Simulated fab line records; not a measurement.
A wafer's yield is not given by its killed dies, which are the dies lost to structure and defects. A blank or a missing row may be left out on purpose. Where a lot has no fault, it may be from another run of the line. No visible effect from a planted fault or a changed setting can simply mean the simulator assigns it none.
fab line records :: flow n5Finfet
[record]
  lots = 5
  wafers = 15
  lastDay = 18
route steps=1938 shown WELL_APT@20 PMOS_HMC_CHANNEL_EPI@57 BEOL_M4@1111 PASSIVATION@1936
lots untouched by any fault: they come from a run of this same line in which no faults occurred
startH: hours from the record's first day to the start of the lot's first wafer shown :: waitH: time in hours since the lot's previous step :: " as in the row above :: L1.1+2: several wafers, shown together as one row :: - either no value or no given start :: * or withheld: withheld :: < > ~ a bound
route shown NAME@n: a module of which the file shows steps, and the number in the route of the first :: usual: mean and standard deviation over wafers with no fault :: same: alike in all rows :: chamber/n: place in a boat :: sites: readings site by site :: _std_site: the values' standard deviation :: _edge_site: mean of outer sites minus mean of inner sites :: radiusMm: how far each site lies from the wafer's centre :: mask NAME#n: copy n :: behind: the last tool/chamber to shape the wafer :: hold: cause of the lot's hold/its duration in hours/its outcome :: device: the transistor (n, p or np) that didn't switch :: end of line: the same wafers' tests at the end of the route :: where a step has no rows: the recipe by itself :: killed: dies lost to structure and defects at the first sort, not the wafer's yield :: map: per-die view of a wafer (x killed, . not killed, _ where there is no die)
set.NAME: the run value of the setting; set.NAME@STEP: its run value at that earlier step :: model.NAME: the simulator's own value behind a step, which no gauge read
a table for each step, a row for each wafer; lots at some steps of the route
services: when a tool's chamber went out of use (startH, in hours from the record's first day, below 0 if earlier), for how many hours, and the reason
[[steps]]
[step N5_WELL_APT_HMDS_01]
[recipe]
  timeS = 60
  tempC = 120
[step N5_WELL_APT_COAT_02]
[recipe]
  spinRpm = 1357
  resistThkNm = 950
[step N5_WELL_APT_EBR_04]
[recipe]
  solvent = PGMEA
  ebrWidthMm = 1.5
[step N5_WELL_APT_SOFTBAKE_03]
[recipe]
  tempC = 130
  timeS = 60
[step N5_WELL_APT_EXPOSE_05]
[recipe]
  maskId = NWELL
  na = 0.8
  sourceShape = conventional
  sigmaOuter = 0.8
  polarization = unpolarized
  defocusNm = 0
  targetCdNm = 200
  doseMj = 20.3
[step N5_WELL_APT_PEB_06]
[recipe]
  pebTempC = 130
  pebTimeS = 90
[step N5_WELL_APT_DEVELOP_07]
[recipe]
  developTimeS = 45
  rinseLiquid = surfactantRinse
  dry = airSpin
  devTempC = 21
[step N5_WELL_APT_HARDBAKE_12]
[recipe]
  tempC = 130
  timeS = 120
[step N5_WELL_APT_DESCUM_13]
[recipe]
  chemistry = O2
  timeS = 7.9
  sourcePowerW = 50
  biasPowerW = 20
  pressureMtorr = 20
  rfFrequencyHz = 2.712e+07
  tempC = 40
  o2FlowSccm = 225
[step N5_WELL_APT_IMPLANT_14]
[recipe]
  species = P
  energyKev = 160
  doseCm2 = 1.5e+13
  tiltDeg = 0
  rotationDeg = 0
[usual]
  doseIonsCm2 = 1.4998e+13/1.6e+10
  endStationPressureTorr = 5.16e-06/2.8e-07
  faradayCurrentUA = 190/3.5
lot.wafer: L269.2
tool: implanter-01
chamber: 0
startH: 31.96
waitH: 0.1
doseIonsCm2: 2.2619e+13
endStationPressureTorr: 4.85e-06
faradayCurrentUA: 289

lot.wafer: L269.3
tool: implanter-01
chamber: 0
startH: 31.96
waitH: 0.1
doseIonsCm2: 2.2617e+13
endStationPressureTorr: 5.41e-06
faradayCurrentUA: 291

lot.wafer: L269.5
tool: implanter-01
chamber: 0
startH: 31.96
waitH: 0.1
doseIonsCm2: 2.2651e+13
endStationPressureTorr: 5.6e-06
faradayCurrentUA: 292

lot.wafer: L271.1
tool: implanter-01
chamber: 0
startH: 44.06
waitH: 0.1
doseIonsCm2: 2.2625e+13
endStationPressureTorr: 5.12e-06
faradayCurrentUA: 291

lot.wafer: L271.2
tool: implanter-01
chamber: 0
startH: 44.06
waitH: 0.1
doseIonsCm2: 2.2612e+13
endStationPressureTorr: 5.58e-06
faradayCurrentUA: 286

lot.wafer: L271.4
tool: implanter-01
chamber: 0
startH: 44.06
waitH: 0.1
doseIonsCm2: 2.2623e+13
endStationPressureTorr: 5.16e-06
faradayCurrentUA: 304

lot.wafer: L272.1
tool: implanter-01
chamber: 0
startH: 49.88
waitH: 0.1
doseIonsCm2: 2.2629e+13
endStationPressureTorr: 5.45e-06
faradayCurrentUA: 295

lot.wafer: L272.5
tool: implanter-01
chamber: 0
startH: 49.88
waitH: 0.1
doseIonsCm2: 2.2617e+13
endStationPressureTorr: 5.1e-06
faradayCurrentUA: 291

lot.wafer: L272.6
tool: implanter-01
chamber: 0
startH: 49.88
waitH: 0.1
doseIonsCm2: 2.2603e+13
endStationPressureTorr: 5.03e-06
faradayCurrentUA: 294

lot.wafer: L282.2
tool: implanter-01
chamber: 0
startH: 110.05
waitH: 0.1
doseIonsCm2: 1.5007e+13
endStationPressureTorr: 5.22e-06
faradayCurrentUA: 191

lot.wafer: L282.5
tool: implanter-01
chamber: 0
startH: 110.05
waitH: 0.1
doseIonsCm2: 1.4993e+13
endStationPressureTorr: 5.4e-06
faradayCurrentUA: 193

lot.wafer: L282.6
tool: implanter-01
chamber: 0
startH: 110.05
waitH: 0.1
doseIonsCm2: 1.5011e+13
endStationPressureTorr: 4.99e-06
faradayCurrentUA: 193

lot.wafer: L287.1
tool: implanter-02
chamber: 0
startH: 139.87
waitH: 0.1
doseIonsCm2: 1.5015e+13
endStationPressureTorr: 5.21e-06
faradayCurrentUA: 194

lot.wafer: L287.2
tool: implanter-02
chamber: 0
startH: 139.87
waitH: 0.1
doseIonsCm2: 1.5003e+13
endStationPressureTorr: 4.78e-06
faradayCurrentUA: 194

lot.wafer: L287.5
tool: implanter-02
chamber: 0
startH: 139.87
waitH: 0.1
doseIonsCm2: 1.4992e+13
endStationPressureTorr: 5.36e-06
faradayCurrentUA: 193
[step N5_WELL_APT_IMPLANT_15]
[recipe]
  species = As
  energyKev = 25
  doseCm2 = 1.5e+13
  tiltDeg = 0
  rotationDeg = 0
[step N5_WELL_APT_STRIP_16]
[recipe]
  chemistry = SPM
  timeS = 900
  tempC = 130
  h2so4H2o2VolRatio = 4
  dry = ipaMarangoni
[step N5_WELL_APT_HMDS_18]
[recipe]
  timeS = 60
  tempC = 120
[step N5_WELL_APT_COAT_19]
[recipe]
  spinRpm = 1357
  resistThkNm = 950
[step N5_WELL_APT_EBR_21]
[recipe]
  solvent = PGMEA
  ebrWidthMm = 1.5
[step N5_WELL_APT_SOFTBAKE_20]
[recipe]
  tempC = 130
  timeS = 60
[step N5_WELL_APT_EXPOSE_22]
[recipe]
  maskId = PWELL
  na = 0.8
  sourceShape = conventional
  sigmaOuter = 0.8
  polarization = unpolarized
  defocusNm = 0
  targetCdNm = 200
  doseMj = 23.2
[step N5_WELL_APT_PEB_23]
[recipe]
  pebTempC = 130
  pebTimeS = 90
[step N5_WELL_APT_DEVELOP_24]
[recipe]
  developTimeS = 45
  rinseLiquid = surfactantRinse
  dry = airSpin
  devTempC = 21
[step N5_WELL_APT_HARDBAKE_29]
[recipe]
  tempC = 130
  timeS = 120
[step N5_WELL_APT_DESCUM_30]
[recipe]
  chemistry = O2
  timeS = 7.9
  sourcePowerW = 50
  biasPowerW = 20
  pressureMtorr = 20
  rfFrequencyHz = 2.712e+07
  tempC = 40
  o2FlowSccm = 225
[step N5_WELL_APT_IMPLANT_31]
[recipe]
  species = B
  energyKev = 60
  doseCm2 = 1.5e+13
  tiltDeg = 0
  rotationDeg = 0
[step N5_WELL_APT_IMPLANT_32]
[recipe]
  species = BF2
  energyKev = 50
  doseCm2 = 2e+13
  tiltDeg = 0
  rotationDeg = 0
[step N5_WELL_APT_STRIP_33]
[recipe]
  chemistry = SPM
  timeS = 900
  tempC = 130
  h2so4H2o2VolRatio = 4
  dry = ipaMarangoni
[step N5_WELL_APT_RTA_34]
[recipe]
  tempC = 1000
  timeS = 10
  ambient = N2
  idleTempC = 600
  rampUpCPerS = 150
  rampDownCPerS = 60
  coolToC = 600
[step N5_WELL_APT_OXIDE_STRIP_42]
[recipe]
  chemistry = dHF
  dilution = 25:1
  timeS = 45
  tempC = 25
  target = SiO2
  targetDepthA = 120
[step N5_WELL_APT_PRECLEAN_36]
[recipe]
  chemistry = O3/DIW
  timeS = 45
  tempC = 22
  o3Ppm = 10
[step N5_WELL_APT_PRECLEAN_39]
[recipe]
  chemistry = dHF
  timeS = 60
  dilution = 150:1
  tempC = 25
[step N5_WELL_APT_SRD_37]
[recipe]
  dry = ipaMarangoni
  doPpb = 5
  timeS = 30
  tempC = 23
  rinseLiquid = diw
[step N5_WELL_APT_EPI_41]
[recipe]
  material = Si
  targetThkA = 500
  tempC = 650
  precursor = SiH4/H2
  pressureTorr = 20
  timeS = 297.7
[step N5_PMOS_HMC_CHANNEL_EPI_HM_DEP_34]
[recipe]
  material = SiO2
  targetThkA = 360
  tempC = 400
  precursor = TEOS/O2
  pressureTorr = 6.5
  rfW = 900
  teosFlowSccm = 161.4
  gas = O2
  flowSccm = 2650
  timeS = 6.9
[step N5_PMOS_HMC_CHANNEL_EPI_COAT_31]
[recipe]
  resist = BARC
  tempC = 205
  timeS = 60
  spinRpm = 1500
  resistThkNm = 66
[step N5_PMOS_HMC_CHANNEL_EPI_COAT_03]
[recipe]
  resist = CAR-ArF-block
  spinRpm = 1500
  resistThkNm = 205
[step N5_PMOS_HMC_CHANNEL_EPI_EBR_05]
[recipe]
  solvent = PGMEA
  ebrWidthMm = 1.5
[step N5_PMOS_HMC_CHANNEL_EPI_SOFTBAKE_04]
[recipe]
  tempC = 110
  timeS = 60
  resist = CAR-ArF-block
[step N5_BEOL_M4_RC_MEAS_101]
[usual]
  DIBL_N = 36.1/1.9
  DIBL_P = 36.4/2.5
  IOFF_N = 0.16/0.036
  IOFF_P = 0.22/0.038
  ION_N = 672/11
  ION_P = 462/8
  RS_NWELL = 1035/6.5
  SS_N = 71.6/0.68
  SS_P = 73.3/0.77
  VT_N = 250/3.3
  VT_P = -250/3.6
lot.wafer: L269.2
tool: prober-01
chamber: 0
startH: 199.64
waitH: 0.2
DIBL_N[mV/V]: 35.1
DIBL_P[mV/V]: 35.5
IOFF_N[nA/um]: 0.15
IOFF_P[nA/um]: 0.21
ION_N[uA/um]: 670
ION_P[uA/um]: 458
RS_NWELL[ohm/sq]: 826
SS_N[mV/dec]: 71.1
SS_P[mV/dec]: 73.2
VT_N[mV]: 250
VT_P[mV]: -251

lot.wafer: L269.3
tool: prober-01
chamber: 0
startH: 199.64
waitH: 0.2
DIBL_N[mV/V]: 39.1
DIBL_P[mV/V]: 37.2
IOFF_N[nA/um]: 0.25
IOFF_P[nA/um]: 0.24
ION_N[uA/um]: 671
ION_P[uA/um]: 456
RS_NWELL[ohm/sq]: 821
SS_N[mV/dec]: 73.8
SS_P[mV/dec]: 73.7
VT_N[mV]: 248
VT_P[mV]: -248

lot.wafer: L269.5
tool: prober-01
chamber: 0
startH: 199.64
waitH: 0.2
DIBL_N[mV/V]: 36.3
DIBL_P[mV/V]: 37.0
IOFF_N[nA/um]: 0.17
IOFF_P[nA/um]: 0.24
ION_N[uA/um]: 679
ION_P[uA/um]: 466
RS_NWELL[ohm/sq]: 825
SS_N[mV/dec]: 71.1
SS_P[mV/dec]: 73.3
VT_N[mV]: 253
VT_P[mV]: -247

lot.wafer: L271.1
tool: prober-02
chamber: 0
startH: 204.61
waitH: 0.0
DIBL_N[mV/V]: 39.6
DIBL_P[mV/V]: 41.3
IOFF_N[nA/um]: 0.25
IOFF_P[nA/um]: 0.29
ION_N[uA/um]: 696
ION_P[uA/um]: 474
RS_NWELL[ohm/sq]: 826
SS_N[mV/dec]: 73.0
SS_P[mV/dec]: 74.4
VT_N[mV]: 242
VT_P[mV]: -247

lot.wafer: L271.2
tool: prober-02
chamber: 0
startH: 204.61
waitH: 0.0
DIBL_N[mV/V]: 40.4
DIBL_P[mV/V]: 41.6
IOFF_N[nA/um]: 0.26
IOFF_P[nA/um]: 0.31
ION_N[uA/um]: 681
ION_P[uA/um]: 460
RS_NWELL[ohm/sq]: 821
SS_N[mV/dec]: 72.5
SS_P[mV/dec]: 74.6
VT_N[mV]: 243
VT_P[mV]: -248

lot.wafer: L271.4
tool: prober-02
chamber: 0
startH: 204.61
waitH: 0.0
DIBL_N[mV/V]: 34.0
DIBL_P[mV/V]: 34.5
IOFF_N[nA/um]: 0.13
IOFF_P[nA/um]: 0.18
ION_N[uA/um]: 665
ION_P[uA/um]: 457
RS_NWELL[ohm/sq]: 820
SS_N[mV/dec]: 70.6
SS_P[mV/dec]: 72.3
VT_N[mV]: 252
VT_P[mV]: -251

lot.wafer: L272.1
tool: prober-01
chamber: 0
startH: 226.99
waitH: 0.0
DIBL_N[mV/V]: 36.4
DIBL_P[mV/V]: 38.1
IOFF_N[nA/um]: 0.17
IOFF_P[nA/um]: 0.21
ION_N[uA/um]: 665
ION_P[uA/um]: 460
RS_NWELL[ohm/sq]: 817
SS_N[mV/dec]: 71.9
SS_P[mV/dec]: 73.6
VT_N[mV]: 252
VT_P[mV]: -250

lot.wafer: L272.5
tool: prober-01
chamber: 0
startH: 226.99
waitH: 0.0
DIBL_N[mV/V]: 34.3
DIBL_P[mV/V]: 36.1
IOFF_N[nA/um]: 0.14
IOFF_P[nA/um]: 0.18
ION_N[uA/um]: 671
ION_P[uA/um]: 458
RS_NWELL[ohm/sq]: 823
SS_N[mV/dec]: 71.1
SS_P[mV/dec]: 72.5
VT_N[mV]: 250
VT_P[mV]: -257

lot.wafer: L272.6
tool: prober-01
chamber: 0
startH: 226.99
waitH: 0.0
DIBL_N[mV/V]: 37.7
DIBL_P[mV/V]: 40.2
IOFF_N[nA/um]: 0.19
IOFF_P[nA/um]: 0.25
ION_N[uA/um]: 693
ION_P[uA/um]: 467
RS_NWELL[ohm/sq]: 830
SS_N[mV/dec]: 72.7
SS_P[mV/dec]: 74.8
VT_N[mV]: 248
VT_P[mV]: -250

lot.wafer: L282.2
tool: prober-02
chamber: 0
startH: 289.67
waitH: 0.2
DIBL_N[mV/V]: 37.2
DIBL_P[mV/V]: 39.0
IOFF_N[nA/um]: 0.19
IOFF_P[nA/um]: 0.25
ION_N[uA/um]: 678
ION_P[uA/um]: 464
RS_NWELL[ohm/sq]: 1045
SS_N[mV/dec]: 72.0
SS_P[mV/dec]: 74.2
VT_N[mV]: 247
VT_P[mV]: -249

lot.wafer: L282.5
tool: prober-02
chamber: 0
startH: 289.67
waitH: 0.2
DIBL_N[mV/V]: 37.1
DIBL_P[mV/V]: 39.2
IOFF_N[nA/um]: 0.18
IOFF_P[nA/um]: 0.24
ION_N[uA/um]: 684
ION_P[uA/um]: 460
RS_NWELL[ohm/sq]: 1044
SS_N[mV/dec]: 73.0
SS_P[mV/dec]: 73.6
VT_N[mV]: 249
VT_P[mV]: -249

lot.wafer: L282.6
tool: prober-02
chamber: 0
startH: 289.67
waitH: 0.2
DIBL_N[mV/V]: 36.5
DIBL_P[mV/V]: 37.0
IOFF_N[nA/um]: 0.18
IOFF_P[nA/um]: 0.22
ION_N[uA/um]: 683
ION_P[uA/um]: 456
RS_NWELL[ohm/sq]: 1034
SS_N[mV/dec]: 71.4
SS_P[mV/dec]: 73.5
VT_N[mV]: 246
VT_P[mV]: -251

lot.wafer: L287.1
tool: prober-02
chamber: 0
startH: 318.90
waitH: 0.0
DIBL_N[mV/V]: 33.6
DIBL_P[mV/V]: 31.9
IOFF_N[nA/um]: 0.10
IOFF_P[nA/um]: 0.16
ION_N[uA/um]: 658
ION_P[uA/um]: 452
RS_NWELL[ohm/sq]: 1036
SS_N[mV/dec]: 70.8
SS_P[mV/dec]: 72.6
VT_N[mV]: 258
VT_P[mV]: -251

lot.wafer: L287.2
tool: prober-02
chamber: 0
startH: 318.90
waitH: 0.0
DIBL_N[mV/V]: 32.7
DIBL_P[mV/V]: 30.5
IOFF_N[nA/um]: 0.10
IOFF_P[nA/um]: 0.15
ION_N[uA/um]: 667
ION_P[uA/um]: 464
RS_NWELL[ohm/sq]: 1037
SS_N[mV/dec]: 70.1
SS_P[mV/dec]: 71.8
VT_N[mV]: 254
VT_P[mV]: -253

lot.wafer: L287.5
tool: prober-02
chamber: 0
startH: 318.90
waitH: 0.0
DIBL_N[mV/V]: 34.7
DIBL_P[mV/V]: 33.0
IOFF_N[nA/um]: 0.12
IOFF_P[nA/um]: 0.18
ION_N[uA/um]: 683
ION_P[uA/um]: 468
RS_NWELL[ohm/sq]: 1040
SS_N[mV/dec]: 70.7
SS_P[mV/dec]: 72.7
VT_N[mV]: 251
VT_P[mV]: -253
[step N5_PASSIVATION_PROBE_49]
[usual]
  defectLimitedYield = 91.2/1.4
  killed_at_M0_to_M3 = 34/11
  killed_at_M4_up = 14/6.3
  killedAtContacts = 13/7.4
  killedAtFrontEnd = 38/11
  killedAtOther = 4.3/2.9
  killedDies = 103/17
  killedOpen = 68/12
  killedShort = 34/8
  sort_bin_4_leakage = 0.00/0.027
  sort_bin_5_function = 5.1/0.9
  sort_bin_6_memory = 3.3/0.66
  sortNPass = 1077/17
  sortYieldPct = 91.2/1.4
[same]
  grossDies = 1180
  killedAtBackSide = 0
  sort_bin_8_speed[%] = 0
lot.wafer: L269.2
tool: prober-01
chamber: -
startH: 309.85
waitH: 0.1
defectLimitedYield[%]: 93.6
killed_at_M0_to_M3: 29
killed_at_M4_up: 9
killedAtContacts: 8
killedAtFrontEnd: 27
killedAtOther: 2
killedDies: 75
killedOpen: 40
killedShort: 35
sort_bin_4_leakage[%]: 0
sort_bin_5_function[%]: 3.7
sort_bin_6_memory[%]: 2.5
sortNPass: 1105
sortYieldPct[%]: 93.6

lot.wafer: L269.3
tool: prober-01
chamber: -
startH: 309.90
waitH: 0.1
defectLimitedYield[%]: 91.9
killed_at_M0_to_M3: 35
killed_at_M4_up: 12
killedAtContacts: 14
killedAtFrontEnd: 32
killedAtOther: 2
killedDies: 95
killedOpen: 64
killedShort: 29
sort_bin_4_leakage[%]: 0.17
sort_bin_5_function[%]: 5.0
sort_bin_6_memory[%]: 3.0
sortNPass: 1083
sortYieldPct[%]: 91.8

lot.wafer: L269.5
tool: prober-01
chamber: -
startH: 310.00
waitH: 0.2
defectLimitedYield[%]: 91.4
killed_at_M0_to_M3: 31
killed_at_M4_up: 9
killedAtContacts: 20
killedAtFrontEnd: 39
killedAtOther: 2
killedDies: 101
killedOpen: 60
killedShort: 41
sort_bin_4_leakage[%]: 0
sort_bin_5_function[%]: 4.8
sort_bin_6_memory[%]: 3.4
sortNPass: 1079
sortYieldPct[%]: 91.4

lot.wafer: L271.1
tool: prober-01
chamber: -
startH: 313.26
waitH: 0.0
defectLimitedYield[%]: 92.6
killed_at_M0_to_M3: 20
killed_at_M4_up: 7
killedAtContacts: 17
killedAtFrontEnd: 34
killedAtOther: 9
killedDies: 87
killedOpen: 51
killedShort: 36
sort_bin_4_leakage[%]: 0
sort_bin_5_function[%]: 4.1
sort_bin_6_memory[%]: 3.1
sortNPass: 1093
sortYieldPct[%]: 92.6

lot.wafer: L271.2
tool: prober-01
chamber: -
startH: 313.31
waitH: 0.1
defectLimitedYield[%]: 91.2
killed_at_M0_to_M3: 32
killed_at_M4_up: 12
killedAtContacts: 33
killedAtFrontEnd: 22
killedAtOther: 5
killedDies: 104
killedOpen: 70
killedShort: 34
sort_bin_4_leakage[%]: 0
sort_bin_5_function[%]: 5.3
sort_bin_6_memory[%]: 3.1
sortNPass: 1076
sortYieldPct[%]: 91.2

lot.wafer: L271.4
tool: prober-01
chamber: -
startH: 313.41
waitH: 0.2
defectLimitedYield[%]: 89.8
killed_at_M0_to_M3: 40
killed_at_M4_up: 19
killedAtContacts: 23
killedAtFrontEnd: 31
killedAtOther: 7
killedDies: 120
killedOpen: 73
killedShort: 47
sort_bin_4_leakage[%]: 0
sort_bin_5_function[%]: 5.7
sort_bin_6_memory[%]: 4.0
sortNPass: 1060
sortYieldPct[%]: 89.8

lot.wafer: L272.1
tool: prober-01
chamber: -
startH: 328.19
waitH: 0.0
defectLimitedYield[%]: 92.4
killed_at_M0_to_M3: 20
killed_at_M4_up: 21
killedAtContacts: 16
killedAtFrontEnd: 30
killedAtOther: 3
killedDies: 90
killedOpen: 63
killedShort: 27
sort_bin_4_leakage[%]: 0
sort_bin_5_function[%]: 4.4
sort_bin_6_memory[%]: 3.1
sortNPass: 1090
sortYieldPct[%]: 92.4

lot.wafer: L272.5
tool: prober-01
chamber: -
startH: 328.39
waitH: 0.2
defectLimitedYield[%]: 91.9
killed_at_M0_to_M3: 23
killed_at_M4_up: 14
killedAtContacts: 19
killedAtFrontEnd: 38
killedAtOther: 2
killedDies: 96
killedOpen: 59
killedShort: 37
sort_bin_4_leakage[%]: 0
sort_bin_5_function[%]: 5.3
sort_bin_6_memory[%]: 2.6
sortNPass: 1084
sortYieldPct[%]: 91.9

lot.wafer: L272.6
tool: prober-01
chamber: -
startH: 328.44
waitH: 0.3
defectLimitedYield[%]: 92.8
killed_at_M0_to_M3: 25
killed_at_M4_up: 10
killedAtContacts: 26
killedAtFrontEnd: 23
killedAtOther: 1
killedDies: 85
killedOpen: 53
killedShort: 32
sort_bin_4_leakage[%]: 0
sort_bin_5_function[%]: 4.2
sort_bin_6_memory[%]: 2.9
sortNPass: 1095
sortYieldPct[%]: 92.8

lot.wafer: L282.2
tool: prober-02
chamber: -
startH: 392.90
waitH: 0.1
defectLimitedYield[%]: 91.2
killed_at_M0_to_M3: 43
killed_at_M4_up: 10
killedAtContacts: 10
killedAtFrontEnd: 39
killedAtOther: 2
killedDies: 104
killedOpen: 70
killedShort: 33
sort_bin_4_leakage[%]: 0
sort_bin_5_function[%]: 5.6
sort_bin_6_memory[%]: 3.1
sortNPass: 1076
sortYieldPct[%]: 91.2

lot.wafer: L282.5
tool: prober-02
chamber: -
startH: 393.05
waitH: 0.2
defectLimitedYield[%]: 91.4
killed_at_M0_to_M3: 24
killed_at_M4_up: 15
killedAtContacts: 7
killedAtFrontEnd: 44
killedAtOther: 11
killedDies: 101
killedOpen: 59
killedShort: 42
sort_bin_4_leakage[%]: 0
sort_bin_5_function[%]: 4.4
sort_bin_6_memory[%]: 3.6
sortNPass: 1079
sortYieldPct[%]: 91.4

lot.wafer: L282.6
tool: prober-02
chamber: -
startH: 393.10
waitH: 0.3
defectLimitedYield[%]: 90.5
killed_at_M0_to_M3: 33
killed_at_M4_up: 9
killedAtContacts: 10
killedAtFrontEnd: 49
killedAtOther: 11
killedDies: 112
killedOpen: 68
killedShort: 44
sort_bin_4_leakage[%]: 0
sort_bin_5_function[%]: 5.6
sort_bin_6_memory[%]: 3.5
sortNPass: 1068
sortYieldPct[%]: 90.5

lot.wafer: L287.1
tool: prober-02
chamber: -
startH: 430.45
waitH: 0.0
defectLimitedYield[%]: 91.5
killed_at_M0_to_M3: 42
killed_at_M4_up: 4
killedAtContacts: 7
killedAtFrontEnd: 45
killedAtOther: 2
killedDies: 100
killedOpen: 65
killedShort: 35
sort_bin_4_leakage[%]: 0
sort_bin_5_function[%]: 5.0
sort_bin_6_memory[%]: 3.2
sortNPass: 1080
sortYieldPct[%]: 91.5

lot.wafer: L287.2
tool: prober-02
chamber: -
startH: 430.50
waitH: 0.1
defectLimitedYield[%]: 87.9
killed_at_M0_to_M3: 70
killed_at_M4_up: 30
killedAtContacts: 16
killedAtFrontEnd: 26
killedAtOther: 1
killedDies: 143
killedOpen: 90
killedShort: 53
sort_bin_4_leakage[%]: 0
sort_bin_5_function[%]: 7.3
sort_bin_6_memory[%]: 4.7
sortNPass: 1037
sortYieldPct[%]: 87.9

lot.wafer: L287.5
tool: prober-02
chamber: -
startH: 430.65
waitH: 0.2
defectLimitedYield[%]: 90.8
killed_at_M0_to_M3: 55
killed_at_M4_up: 13
killedAtContacts: 7
killedAtFrontEnd: 29
killedAtOther: 4
killedDies: 108
killedOpen: 68
killedShort: 40
sort_bin_4_leakage[%]: 0
sort_bin_5_function[%]: 5.4
sort_bin_6_memory[%]: 3.2
sortNPass: 1072
sortYieldPct[%]: 90.8
// killed by level:class
L269.2 BEOL_M0_SAQP:geometricParticle:short=7 STI_FIN_REVEAL:geometricParticle:open=6 GATE_CUT:geometricParticle:short=6 BEOL_M1:geometricParticle:open=6 MOL_CONTACT_COAG:geometricParticle:short=4 MOL_CONTACT_COAG:geometricParticle:open=4 BEOL_M3:geometricParticle:short=4 BEOL_M4:geometricParticle:open=4
L269.3 MOL_CONTACT_COAG:geometricParticle:open=13 BEOL_M1:geometricParticle:open=12 FIN_SAQP:geometricParticle:short=7 STI_FIN_REVEAL:geometricParticle:open=6 BEOL_M0_SAQP:geometricParticle:open=6 DUMMY_GATE:geometricParticle:open=5 BEOL_M0_SAQP:geometricParticle:short=4 BEOL_M4:geometricParticle:open=4
L269.5 MOL_CONTACT_COAG:geometricParticle:open=15 STI_FIN_REVEAL:geometricParticle:open=10 BEOL_M0_SAQP:geometricParticle:short=10 FIN_SAQP:geometricParticle:short=8 FIN_SAQP:geometricParticle:open=6 BEOL_M3:geometricParticle:open=6 MOL_CONTACT_COAG:geometricParticle:short=5 BEOL_M0_SAQP:geometricParticle:open=5
L271.1 MOL_CONTACT_COAG:geometricParticle:open=13 FIN_SAQP:geometricParticle:open=7 FIN_SAQP:geometricParticle:short=6 BEOL_M3:geometricParticle:open=5 PASS1_DEP:geometricParticle:open=5 MOL_CONTACT_COAG:geometricParticle:short=4 BEOL_M0_SAQP:geometricParticle:short=4 DUMMY_GATE:geometricParticle:open=3
L271.2 MOL_CONTACT_COAG:geometricParticle:open=28 FIN_SAQP:geometricParticle:open=8 BEOL_M0_SAQP:geometricParticle:short=7 BEOL_M0_SAQP:geometricParticle:open=6 BEOL_M3:geometricParticle:open=6 MOL_CONTACT_COAG:geometricParticle:short=5 BEOL_M1:geometricParticle:open=5 BEOL_M4:geometricParticle:short=5
L271.4 MOL_CONTACT_COAG:geometricParticle:open=18 BEOL_M1:geometricParticle:open=13 FIN_SAQP:geometricParticle:open=8 BEOL_M2:geometricParticle:open=8 BEOL_M2:geometricParticle:short=6 BEOL_M4:geometricParticle:open=6 FIN_SAQP:geometricParticle:short=5 MOL_CONTACT_COAG:geometricParticle:short=5
L272.1 MOL_CONTACT_COAG:geometricParticle:open=14 BEOL_M4:geometricParticle:open=8 BEOL_M0_SAQP:geometricParticle:short=6 FIN_SAQP:geometricParticle:open=5 BEOL_M3:geometricParticle:open=5 FIN_SAQP:geometricParticle:short=4 GATE_CUT:geometricParticle:short=4 GATE_CUT:geometricParticle:open=4
L272.5 MOL_CONTACT_COAG:geometricParticle:open=15 BEOL_M0_SAQP:geometricParticle:open=12 FIN_SAQP:geometricParticle:open=7 BEOL_M0_SAQP:geometricParticle:short=7 SDB:geometricParticle:short=5 FIN_SAQP:geometricParticle:short=4 STI_FIN_REVEAL:geometricParticle:open=4 GATE_CUT:geometricParticle:short=4
L272.6 MOL_CONTACT_COAG:geometricParticle:open=18 MOL_CONTACT_COAG:geometricParticle:short=8 BEOL_M1:geometricParticle:short=7 BEOL_M4:geometricParticle:open=6 BEOL_M1:geometricParticle:open=6 STI_FIN_REVEAL:geometricParticle:open=4 BEOL_M2:geometricParticle:open=4 FIN_SAQP:geometricParticle:short=3
L282.2 FIN_SAQP:geometricParticle:short=17 BEOL_M2:geometricParticle:open=11 BEOL_M0_SAQP:geometricParticle:open=10 FIN_SAQP:geometricParticle:open=9 MOL_CONTACT_COAG:geometricParticle:open=8 BEOL_M0_SAQP:geometricParticle:short=8 BEOL_M1:geometricParticle:open=6 DUMMY_GATE:geometricParticle:open=4
L282.5 FIN_SAQP:geometricParticle:short=14 FIN_SAQP:geometricParticle:open=8 BEOL_M0_SAQP:geometricParticle:open=7 BEOL_M2:geometricParticle:open=6 BEOL_M5:geometricParticle:open=5 DUMMY_GATE:geometricParticle:open=5 MOL_CONTACT_COAG:geometricParticle:open=5 BEOL_M0_SAQP:geometricParticle:short=5
L282.6 FIN_SAQP:geometricParticle:short=13 FIN_SAQP:geometricParticle:open=11 MOL_CONTACT_COAG:geometricParticle:open=8 BEOL_M2:geometricParticle:open=8 BEOL_M0_SAQP:geometricParticle:short=7 BEOL_M0_SAQP:geometricParticle:open=6 STARTING-WAFER:geometricParticle:short=5 BEOL_M1:geometricParticle:open=4
L287.1 FIN_SAQP:geometricParticle:open=12 BEOL_M3:geometricParticle:open=10 BEOL_M0_SAQP:geometricParticle:open=9 BEOL_M0_SAQP:geometricParticle:short=8 FIN_SAQP:geometricParticle:short=7 STI_FIN_REVEAL:geometricParticle:open=7 MOL_CONTACT_COAG:geometricParticle:open=6 BEOL_M2:geometricParticle:open=6
L287.2 BEOL_M0_SAQP:geometricParticle:short=26 BEOL_M4:geometricParticle:open=23 BEOL_M0_SAQP:geometricParticle:open=19 BEOL_M2:geometricParticle:open=13 MOL_CONTACT_COAG:geometricParticle:open=12 FIN_SAQP:geometricParticle:short=7 FIN_SAQP:geometricParticle:open=7 MOL_CONTACT_COAG:geometricParticle:short=4
L287.5 BEOL_M2:geometricParticle:open=15 STI_FIN_REVEAL:geometricParticle:open=11 BEOL_M0_SAQP:geometricParticle:short=11 BEOL_M1:geometricParticle:open=8 BEOL_M0_SAQP:geometricParticle:open=7 BEOL_M4:geometricParticle:open=6 BEOL_M2:geometricParticle:short=5 MOL_CONTACT_COAG:geometricParticle:open=4
[[services]]
tool: implanter-02
chamber: -
startH: 50.88
hours: 1.8
kind: repair

tool: implanter-01
chamber: -
startH: 114.33
hours: 2.8
kind: pm
[[key]]
[firstSign]
  step = N5_WELL_APT_IMPLANT_14
  reading = doseIonsCm2
  direction = up
  sigmas = 99+
  usual = 1.4998e+13
  struck = 2.2622e+13
[effect]
  step = N5_WELL_APT_IMPLANT_14
  reading = faradayCurrentUA
  direction = up
  sigmas = 29
  usual = 190
  struck = 292
[effect]
  step = N5_BEOL_M4_RC_MEAS_101
  reading = RS_NWELL
  direction = down
  sigmas = 32
  usual = 1035
  struck = 823
metAt N5_WELL_APT_IMPLANT_14
struckWafers L269.2,L269.3,L269.5,L271.1,L271.2,L271.4,L272.1,L272.5,L272.6
[fault]
  kind = processParameterDrift
  tool = implanter-01
  chamber = -
  onsetH = 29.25
  steps = N5_WELL_APT_IMPLANT_14
  channel = doseCm2
  offset = 7.6171e+12
  shape = step
  endH = 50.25
  actsIn = theseRecipesOnly
  stated = 1.5e+13
